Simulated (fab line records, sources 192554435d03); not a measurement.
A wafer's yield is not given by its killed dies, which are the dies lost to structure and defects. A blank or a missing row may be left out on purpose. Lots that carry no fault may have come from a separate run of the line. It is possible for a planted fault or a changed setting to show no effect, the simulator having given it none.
Which of the tools did it? + flow n5Finfet + Sampling: 24 lots, 72 wafers, 6 of 1938 route steps

## WHAT THE GAUGES SHOWED, per wafer
N5_BEOL_M2_THK_MEAS_01. Usual: M2_ILD_THK gives 78.8 nm (standard deviation 1.1).
| lot  | measured     | on           | M2_ILD_THK (nm) | flag |
|------|--------------|--------------|-----------------|------|
| L076 | day 7 02:43  | filmMetro-02 | 79.2 78.4 78.4  |      |
| L074 | day 7 04:43  | filmMetro-01 | 78.3 80.7 79.7  |      |
| L075 | day 7 06:25  | filmMetro-02 | 78.1 78.0 79.0  |      |
| L078 | day 7 15:27  | filmMetro-02 | 78.2 78.5 79.9  |      |
| L077 | day 7 18:35  | filmMetro-01 | 80.2 80.2 80.7  |      |
| L079 | day 7 20:52  | filmMetro-02 | 79.5 79.4 80.7  |      |
| L080 | day 8 05:19  | filmMetro-02 | 79.4 79.7 80.8  |      |
| L081 | day 8 05:36  | filmMetro-02 | 78.1 79.3 79.3  |      |
| L082 | day 8 11:14  | filmMetro-02 | 78.5 77.5 79.1  |      |
| L083 | day 9 01:46  | filmMetro-02 | 77.8 78.5 78.3  |      |
| L084 | day 9 04:33  | filmMetro-02 | 78.7 78.3 80.1  |      |
| L085 | day 9 08:14  | filmMetro-02 | 78.2 80.0 79.1  |      |
| L086 | day 9 13:47  | filmMetro-02 | 78.9 78.0 77.8  |      |
| L087 | day 9 17:39  | filmMetro-02 | 76.8 77.5 79.2  |      |
| L088 | day 10 08:10 | filmMetro-01 | 76.1 78.4 80.3  |      |
| L089 | day 10 18:01 | filmMetro-01 | 78.1 77.1 77.9  |      |
| L091 | day 11 02:30 | filmMetro-01 | 77.9 77.9 80.2  |      |
| L090 | day 11 12:05 | filmMetro-02 | 78.5 77.1 78.1  |      |
| L092 | day 11 17:07 | filmMetro-02 | 78.5 76.9 79.3  |      |
| L093 | day 11 22:51 | filmMetro-01 | 76.8 78.3 78.4  |      |
| L095 | day 12 00:21 | filmMetro-02 | 79.0 79.5 78.6  |      |
| L094 | day 12 05:55 | filmMetro-01 | 78.3 78.2 79.5  |      |
| L096 | day 12 08:28 | filmMetro-02 | 78.5 79.7 80.9  |      |
| L097 | day 12 09:45 | filmMetro-01 | 79.6 77.5 79.3  |      |

N5_BEOL_M2_CD_MEAS_18: pitch 36 nm, target cd 18 nm. Usual: 18.2 nm for cdNm, sd 0.31.
| lot  | measured     | on       | cdNm (nm)      | flag |
|------|--------------|----------|----------------|------|
| L076 | day 7 06:08  | cdSem-02 | 18.4 18.6 18.0 |      |
| L074 | day 7 06:46  | cdSem-02 | 18.3 18.3 18.2 |      |
| L075 | day 7 09:29  | cdSem-03 | 18.1 17.6 17.7 |      |
| L078 | day 7 19:58  | cdSem-02 | 18.1 17.8 17.3 |      |
| L077 | day 7 20:53  | cdSem-02 | 18.3 18.2 18.4 |      |
| L079 | day 7 23:08  | cdSem-03 | 18.6 18.4 17.8 |      |
| L080 | day 8 07:16  | cdSem-02 | 18.0 18.2 18.1 |      |
| L081 | day 8 08:02  | cdSem-03 | 18.2 18.4 18.6 |      |
| L082 | day 8 12:40  | cdSem-03 | 17.5 18.8 17.4 |      |
| L083 | day 9 04:53  | cdSem-02 | 18.2 18.0 18.3 |      |
| L084 | day 9 06:22  | cdSem-02 | 18.3 18.0 18.1 |      |
| L085 | day 9 10:35  | cdSem-02 | 18.5 18.2 18.0 |      |
| L086 | day 9 17:14  | cdSem-03 | 18.4 18.0 17.9 |      |
| L087 | day 9 20:12  | cdSem-02 | 18.0 18.5 17.7 |      |
| L088 | day 10 10:29 | cdSem-03 | 18.4 18.5 18.3 |      |
| L089 | day 10 21:14 | cdSem-01 | 18.2 18.4 17.8 |      |
| L091 | day 11 05:11 | cdSem-02 | 18.2 18.1 18.5 |      |
| L090 | day 11 13:21 | cdSem-01 | 17.7 18.3 18.1 |      |
| L092 | day 11 18:17 | cdSem-01 | 18.4 18.3 18.1 |      |
| L093 | day 12 01:16 | cdSem-01 | 17.9 18.6 17.9 |      |
| L095 | day 12 01:55 | cdSem-01 | 18.4 18.7 18.1 |      |
| L094 | day 12 07:32 | cdSem-03 | 18.1 18.3 18.1 |      |
| L096 | day 12 10:05 | cdSem-03 | 18.3 18.5 18.3 |      |
| L097 | day 12 10:55 | cdSem-02 | 18.1 17.8 18.5 |      |

## EACH LOT AND THE TOOL THAT RAN IT (in order: tool; ch and the chambers of the sampled wafers; start)
| lot  | N5_BEOL_M1_SPUTTER_86       | N5_BEOL_M1_SPUTTER_88       | N5_BEOL_M2_ETCH_64                | N5_BEOL_M2_STRIP_66               |
|------|-----------------------------|-----------------------------|-----------------------------------|-----------------------------------|
| L076 | pvdSputter-01, day 7 00:16  | pvdSputter-01, day 7 00:29  | rieDiel-04 ch 2,3, day 7 05:40    | rieDiel-04 ch 2,3, day 7 05:48    |
| L074 | pvdSputter-01, day 7 02:06  | pvdSputter-01, day 7 02:19  | rieDiel-05 ch 0,3, day 7 06:19    | rieDiel-05 ch 0,3, day 7 06:27    |
| L075 | pvdSputter-01, day 7 03:59  | pvdSputter-01, day 7 04:12  | rieDiel-03 ch 1,2,3, day 7 09:04  | rieDiel-03 ch 1,2,3, day 7 09:11  |
| L078 | pvdSputter-01, day 7 12:47  | pvdSputter-01, day 7 13:00  | rieDiel-04 ch 0,1,2, day 7 19:32  | rieDiel-04 ch 0,1,2, day 7 19:40  |
| L077 | pvdSputter-02, day 7 16:20  | pvdSputter-02, day 7 16:33  | rieDiel-05 ch 0,1, day 7 20:32    | rieDiel-05 ch 0,1, day 7 20:40    |
| L079 | pvdSputter-03, day 7 18:07  | pvdSputter-03, day 7 18:20  | rieDiel-04 ch 1,2,3, day 7 22:47  | rieDiel-04 ch 1,2,3, day 7 22:55  |
| L080 | pvdSputter-02, day 8 02:34  | pvdSputter-02, day 8 02:47  | rieDiel-04 ch 0,2,3, day 8 06:49  | rieDiel-04 ch 0,2,3, day 8 06:56  |
| L081 | pvdSputter-03, day 8 03:01  | pvdSputter-03, day 8 03:14  | rieDiel-05 ch 1,2,3, day 8 07:34  | rieDiel-05 ch 1,2,3, day 8 07:42  |
| L082 | pvdSputter-01, day 8 08:57  | pvdSputter-01, day 8 09:10  | rieDiel-03 ch 0,1,3, day 8 12:17  | rieDiel-03 ch 0,1,3, day 8 12:25  |
| L083 | pvdSputter-02, day 8 23:14  | pvdSputter-02, day 8 23:27  | rieDiel-04 ch 0,1,3, day 9 04:32  | rieDiel-04 ch 0,1,3, day 9 04:40  |
| L084 | pvdSputter-03, day 9 02:16  | pvdSputter-03, day 9 02:29  | rieDiel-05 ch 0,1,2, day 9 05:54  | rieDiel-05 ch 0,1,2, day 9 06:02  |
| L085 | pvdSputter-02, day 9 05:52  | pvdSputter-02, day 9 06:05  | rieDiel-03 ch 0,2,3, day 9 10:14  | rieDiel-03 ch 0,2,3, day 9 10:22  |
| L086 | pvdSputter-01, day 9 11:25  | pvdSputter-01, day 9 11:38  | rieDiel-05 ch 0,2,3, day 9 16:47  | rieDiel-05 ch 0,2,3, day 9 16:56  |
| L087 | pvdSputter-01, day 9 15:12  | pvdSputter-01, day 9 15:25  | rieDiel-05 ch 0,3, day 9 19:51    | rieDiel-05 ch 0,3, day 9 19:59    |
| L088 | pvdSputter-03, day 10 05:52 | pvdSputter-03, day 10 06:05 | rieDiel-04 ch 0,1, day 10 10:00   | rieDiel-04 ch 0,1, day 10 10:11   |
| L089 | pvdSputter-02, day 10 10:11 | pvdSputter-02, day 10 10:24 | rieDiel-04 ch 0,2, day 10 20:50   | rieDiel-04 ch 0,2, day 10 20:58   |
| L091 | pvdSputter-01, day 10 23:05 | pvdSputter-01, day 10 23:18 | rieDiel-04 ch 0,1,2, day 11 04:50 | rieDiel-04 ch 0,1,2, day 11 04:58 |
| L090 | pvdSputter-03, day 11 09:47 | pvdSputter-03, day 11 10:01 | rieDiel-04 ch 1,2,3, day 11 12:46 | rieDiel-04 ch 1,2,3, day 11 12:55 |
| L092 | pvdSputter-01, day 11 14:47 | pvdSputter-01, day 11 15:00 | rieDiel-04 ch 1,2, day 11 17:55   | rieDiel-04 ch 1,2, day 11 18:04   |
| L093 | pvdSputter-01, day 11 18:37 | pvdSputter-01, day 11 18:50 | rieDiel-03 ch 0,1, day 12 00:41   | rieDiel-03 ch 0,1, day 12 00:49   |
| L095 | pvdSputter-03, day 11 22:04 | pvdSputter-03, day 11 22:17 | rieDiel-04 ch 0,2,3, day 12 01:33 | rieDiel-04 ch 0,2,3, day 12 01:41 |
| L094 | pvdSputter-03, day 12 02:35 | pvdSputter-03, day 12 02:49 | rieDiel-05 ch 1,2, day 12 07:11   | rieDiel-05 ch 1,2, day 12 07:19   |
| L096 | pvdSputter-01, day 12 06:11 | pvdSputter-01, day 12 06:24 | rieDiel-04 ch 0,1,3, day 12 09:44 | rieDiel-04 ch 0,1,3, day 12 09:52 |
| L097 | pvdSputter-03, day 12 07:27 | pvdSputter-03, day 12 07:40 | rieDiel-04 ch 0,1,3, day 12 10:26 | rieDiel-04 ch 0,1,3, day 12 10:34 |
- N5_BEOL_M1_SPUTTER_86: material Cu, target thk 4.5 nm, time 8.29 s.
- N5_BEOL_M1_SPUTTER_88: material Cu, target thk 4.5 nm, time 8.29 s.
- N5_BEOL_M2_ETCH_64: etches SOC in N2/H2, target depth 75 nm, overetch 22.5 nm, time 121.9 s.
- N5_BEOL_M2_STRIP_66: strips in CF4.

## AS READ BY THE TOOLS THEMSELVES (means over the sampled wafers that have a number; for cases with no such wafer, the mark the record gives instead)
N5_BEOL_M1_SPUTTER_86. Usual: 30.2 % for throttleValvePct, sd 1.1.
| lot  | tool          | throttleValvePct (%) | flag |
|------|---------------|----------------------|------|
| L076 | pvdSputter-01 | 31.6                 |      |
| L074 | pvdSputter-01 | 31.0                 |      |
| L075 | pvdSputter-01 | 31.4                 |      |
| L078 | pvdSputter-01 | 30.8                 |      |
| L077 | pvdSputter-02 | 29.7                 |      |
| L079 | pvdSputter-03 | 30.4                 |      |
| L080 | pvdSputter-02 | 29.7                 |      |
| L081 | pvdSputter-03 | 29.5                 |      |
| L082 | pvdSputter-01 | 30.7                 |      |
| L083 | pvdSputter-02 | 30.0                 |      |
| L084 | pvdSputter-03 | 29.8                 |      |
| L085 | pvdSputter-02 | 30.2                 |      |
| L086 | pvdSputter-01 | 31.5                 |      |
| L087 | pvdSputter-01 | 30.0                 |      |
| L088 | pvdSputter-03 | 29.7                 |      |
| L089 | pvdSputter-02 | 30.2                 |      |
| L091 | pvdSputter-01 | 30.7                 |      |
| L090 | pvdSputter-03 | 29.3                 |      |
| L092 | pvdSputter-01 | 31.4                 |      |
| L093 | pvdSputter-01 | 30.6                 |      |
| L095 | pvdSputter-03 | 30.0                 |      |
| L094 | pvdSputter-03 | 29.7                 |      |
| L096 | pvdSputter-01 | 31.9                 |      |
| L097 | pvdSputter-03 | 28.7                 |      |

N5_BEOL_M1_SPUTTER_88. Usual: 30.2 % for throttleValvePct, sd 1.1.
| lot  | tool          | throttleValvePct (%) | flag |
|------|---------------|----------------------|------|
| L076 | pvdSputter-01 | 31.5                 |      |
| L074 | pvdSputter-01 | 31.0                 |      |
| L075 | pvdSputter-01 | 31.3                 |      |
| L078 | pvdSputter-01 | 30.7                 |      |
| L077 | pvdSputter-02 | 29.7                 |      |
| L079 | pvdSputter-03 | 30.4                 |      |
| L080 | pvdSputter-02 | 29.6                 |      |
| L081 | pvdSputter-03 | 29.5                 |      |
| L082 | pvdSputter-01 | 30.6                 |      |
| L083 | pvdSputter-02 | 30.0                 |      |
| L084 | pvdSputter-03 | 30.1                 |      |
| L085 | pvdSputter-02 | 30.2                 |      |
| L086 | pvdSputter-01 | 31.5                 |      |
| L087 | pvdSputter-01 | 29.9                 |      |
| L088 | pvdSputter-03 | 29.6                 |      |
| L089 | pvdSputter-02 | 29.8                 |      |
| L091 | pvdSputter-01 | 30.7                 |      |
| L090 | pvdSputter-03 | 29.3                 |      |
| L092 | pvdSputter-01 | 31.4                 |      |
| L093 | pvdSputter-01 | 30.8                 |      |
| L095 | pvdSputter-03 | 29.8                 |      |
| L094 | pvdSputter-03 | 29.5                 |      |
| L096 | pvdSputter-01 | 31.9                 |      |
| L097 | pvdSputter-03 | 28.9                 |      |

N5_BEOL_M2_ETCH_64. Usual: chamberPressureMTorr 29.997 mTorr, standard deviation 0.026; drypumpMotorCurrentA 5.7 A, standard deviation 0.6; oesProductAu 0.62 a.u., standard deviation 0.06; rfVppV 524.6 V, standard deviation 2.4; showerheadPlenumPTorr 2.57 Torr, standard deviation 0.08; throttleValvePct 17.8 %, standard deviation 0.3.
| lot  | tool       | chamberPressureMTorr (mTorr) | drypumpMotorCurrentA (A) | oesProductAu (a.u.) | rfVppV (V) | showerheadPlenumPTorr (Torr) | throttleValvePct (%) | flag |
|------|------------|------------------------------|--------------------------|---------------------|------------|------------------------------|----------------------|------|
| L076 | rieDiel-04 | 30.000                       | 5.8                      | 0.56                | 524.0      | 2.56                         | 17.9                 |      |
| L074 | rieDiel-05 | 30.003                       | 5.5                      | 0.66                | 522.7      | 2.52                         | 17.6                 |      |
| L075 | rieDiel-03 | 29.983                       | 5.0                      | 0.66                | 523.0      | 2.49                         | 17.9                 |      |
| L078 | rieDiel-04 | 30.012                       | 5.8                      | 0.60                | 523.1      | 2.51                         | 17.7                 |      |
| L077 | rieDiel-05 | 30.006                       | 5.4                      | 0.60                | 525.9      | 2.63                         | 18.0                 |      |
| L079 | rieDiel-04 | 29.997                       | 5.8                      | 0.61                | 523.6      | 2.55                         | 17.7                 |      |
| L080 | rieDiel-04 | 30.013                       | 5.8                      | 0.55                | 523.9      | 2.51                         | 18.0                 |      |
| L081 | rieDiel-05 | 29.980                       | 5.9                      | 0.61                | 524.4      | 2.57                         | 17.7                 |      |
| L082 | rieDiel-03 | 29.998                       | 5.2                      | 0.68                | 524.4      | 2.56                         | 17.8                 |      |
| L083 | rieDiel-04 | 29.992                       | 6.2                      | 0.60                | 524.9      | 2.59                         | 17.9                 |      |
| L084 | rieDiel-05 | 30.001                       | 5.7                      | 0.61                | 525.8      | 2.60                         | 17.8                 |      |
| L085 | rieDiel-03 | 29.978                       | 5.3                      | 0.66                | 524.6      | 2.56                         | 17.7                 |      |
| L086 | rieDiel-05 | 29.981                       | 5.8                      | 0.63                | 524.0      | 2.55                         | 17.6                 |      |
| L087 | rieDiel-05 | 29.998                       | 5.3                      | 0.64                | 524.1      | 2.56                         | 17.7                 |      |
| L088 | rieDiel-04 | 30.012                       | 6.3                      | 0.63                | 524.9      | 2.57                         | 17.7                 |      |
| L089 | rieDiel-04 | 30.015                       | 5.3                      | 0.66                | 527.9      | 2.64                         | 17.7                 |      |
| L091 | rieDiel-04 | 29.995                       | 5.8                      | 0.64                | 524.9      | 2.60                         | 17.7                 |      |
| L090 | rieDiel-04 | 30.018                       | 5.8                      | 0.64                | 526.2      | 2.64                         | 17.6                 |      |
| L092 | rieDiel-04 | 30.016                       | 5.4                      | 0.68                | 527.4      | 2.66                         | 17.4                 |      |
| L093 | rieDiel-03 | 29.991                       | 5.0                      | 0.63                | 523.0      | 2.55                         | 18.1                 |      |
| L095 | rieDiel-04 | 30.002                       | 5.8                      | 0.60                | 526.0      | 2.61                         | 17.9                 |      |
| L094 | rieDiel-05 | 30.046                       | 6.2                      | 0.58                | 524.5      | 2.59                         | 17.8                 |      |
| L096 | rieDiel-04 | 29.997                       | 6.2                      | 0.59                | 525.3      | 2.58                         | 17.9                 |      |
| L097 | rieDiel-04 | 29.995                       | 6.2                      | 0.58                | 523.6      | 2.57                         | 17.9                 |      |

N5_BEOL_M2_STRIP_66. Usual: chamberPressureMTorr 50.00 mTorr, standard deviation 0.052; drypumpMotorCurrentA 5.7 A, standard deviation 0.61; oesProductAu 0.80 a.u., standard deviation 0.077; rfVppV 271.4 V, standard deviation 1.5; showerheadPlenumPTorr 1.82 Torr, standard deviation 0.057; throttleValvePct 13.6 %, standard deviation 0.31.
| lot  | tool       | chamberPressureMTorr (mTorr) | drypumpMotorCurrentA (A) | oesProductAu (a.u.) | rfVppV (V) | showerheadPlenumPTorr (Torr) | throttleValvePct (%) | flag |
|------|------------|------------------------------|--------------------------|---------------------|------------|------------------------------|----------------------|------|
| L076 | rieDiel-04 | 50.02                        | 5.8                      | 0.74                | 271.6      | 1.82                         | 13.8                 |      |
| L074 | rieDiel-05 | 50.04                        | 5.5                      | 0.85                | 271.1      | 1.79                         | 13.4                 |      |
| L075 | rieDiel-03 | 49.98                        | 5.0                      | 0.85                | 270.6      | 1.75                         | 13.4                 |      |
| L078 | rieDiel-04 | 50.03                        | 5.8                      | 0.78                | 271.4      | 1.78                         | 13.6                 |      |
| L077 | rieDiel-05 | 50.01                        | 5.4                      | 0.78                | 273.5      | 1.85                         | 13.7                 |      |
| L079 | rieDiel-04 | 50.02                        | 5.7                      | 0.78                | 270.8      | 1.80                         | 13.6                 |      |
| L080 | rieDiel-04 | 50.04                        | 5.8                      | 0.72                | 270.6      | 1.79                         | 13.9                 |      |
| L081 | rieDiel-05 | 49.97                        | 5.9                      | 0.79                | 272.0      | 1.81                         | 13.5                 |      |
| L082 | rieDiel-03 | 49.97                        | 5.2                      | 0.88                | 270.8      | 1.80                         | 13.4                 |      |
| L083 | rieDiel-04 | 50.05                        | 6.2                      | 0.78                | 271.0      | 1.83                         | 13.6                 |      |
| L084 | rieDiel-05 | 49.99                        | 5.7                      | 0.80                | 271.6      | 1.84                         | 13.5                 |      |
| L085 | rieDiel-03 | 50.02                        | 5.3                      | 0.86                | 270.7      | 1.80                         | 13.4                 |      |
| L086 | rieDiel-05 | 50.02                        | 5.8                      | 0.82                | 271.6      | 1.80                         | 13.4                 |      |
| L087 | rieDiel-05 | 50.02                        | 5.3                      | 0.83                | 271.2      | 1.81                         | 13.4                 |      |
| L088 | rieDiel-04 | 49.94                        | 6.3                      | 0.81                | 271.2      | 1.81                         | 13.4                 |      |
| L089 | rieDiel-04 | 49.99                        | 5.3                      | 0.86                | 272.0      | 1.88                         | 13.5                 |      |
| L091 | rieDiel-04 | 49.99                        | 5.8                      | 0.83                | 272.0      | 1.84                         | 13.5                 |      |
| L090 | rieDiel-04 | 50.06                        | 5.8                      | 0.84                | 272.1      | 1.87                         | 13.5                 |      |
| L092 | rieDiel-04 | 50.01                        | 5.4                      | 0.90                | 272.3      | 1.88                         | 13.3                 |      |
| L093 | rieDiel-03 | 50.00                        | 5.0                      | 0.82                | 270.8      | 1.79                         | 13.6                 |      |
| L095 | rieDiel-04 | 49.98                        | 5.8                      | 0.78                | 272.3      | 1.85                         | 13.8                 |      |
| L094 | rieDiel-05 | 50.01                        | 6.2                      | 0.76                | 272.3      | 1.82                         | 13.6                 |      |
| L096 | rieDiel-04 | 50.04                        | 6.2                      | 0.75                | 270.2      | 1.82                         | 13.7                 |      |
| L097 | rieDiel-04 | 50.02                        | 6.2                      | 0.75                | 271.0      | 1.82                         | 13.7                 |      |

## THE ANSWER, worked out from the rows above alone
Rule: lot off if the mean of its wafers having a number is beyond 3 standard deviations from the usual mean. Also off: a lot with no number at a reading for which 4 or more lots have one. Where the step has rows for the other lots, those lots are counted as sound. The gauges are gone through in route order, then the tools' own readings, and for those a lot's mean is taken as printed above. The first step at which some lot is off is used, and at that step the reading that is off furthest; a lot without a number counts as furthest.
No lot is off at any reading shown: from this, nothing can be told.

## WHAT THE SIMULATOR PUT IN
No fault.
